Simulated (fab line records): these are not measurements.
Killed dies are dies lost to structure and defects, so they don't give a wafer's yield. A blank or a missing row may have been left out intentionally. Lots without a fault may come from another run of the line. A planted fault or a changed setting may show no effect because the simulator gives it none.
Chamber matching	flow n5_finfet	N5_HKMG_FIN_NWFM_ALD_20 on ald_metal-02: 4 sister chambers
The step deposits TiAlC, target thk 2 nm, pulse time 3 s, purge time 2 s. 8 wafers are shown with their chamber, then 8 later ones without.

## WAFERS, EACH WITH ITS CHAMBER
wafer	chamber	heater_power_w (W)	precursor_pulse_height_rel
L081.3	1	668	0.950
L087.3	1	661	0.974
L087.5	3	499	1.004
L087.6	0	529	1.009
L091.3	2	473	1.006
L091.5	2	465	1.022
L091.6	3	502	1.017
L092.2	0	529	0.993

## WAFERS WITHOUT THEIR CHAMBER
wafer	heater_power_w (W)	precursor_pulse_height_rel
L092.5	513	1.008
L092.6	688	0.997
L093.1	500	0.992
L093.4	662	0.982
L093.5	507	0.990
L095.2	522	0.991
L095.3	510	0.979
L095.5	508	0.978

## CHAMBER TAKEN BY EACH
wafer	from the rows above	in truth
L092.5	can't be placed: 3 or 0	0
L092.6	1	1
L093.1	3	3
L093.4	1	1
L093.5	3	3
L095.2	0	0
L095.3	can't be placed: 3 or 0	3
L095.5	3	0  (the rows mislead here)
5 of 8 placed correctly. From these rows, 2 cannot be placed; in 2 the true chamber is one of the candidates. Wrongly placed: 1.
How it was worked out, from the rows above alone: a wafer's distance from a chamber is the root of the sum, over the readings, of the square of ((its reading less the chamber's mean) divided by the reading's scatter). If the next closest chamber is less than 2 further off than the closest, the wafer can't be placed; otherwise it belongs to the closest. For every chamber, the mean is computed from those of its wafers that are shown. The scatter: the root of (the sum of the squares of (reading less its chamber's mean) over the shown wafers, divided by (wafers less chambers)).
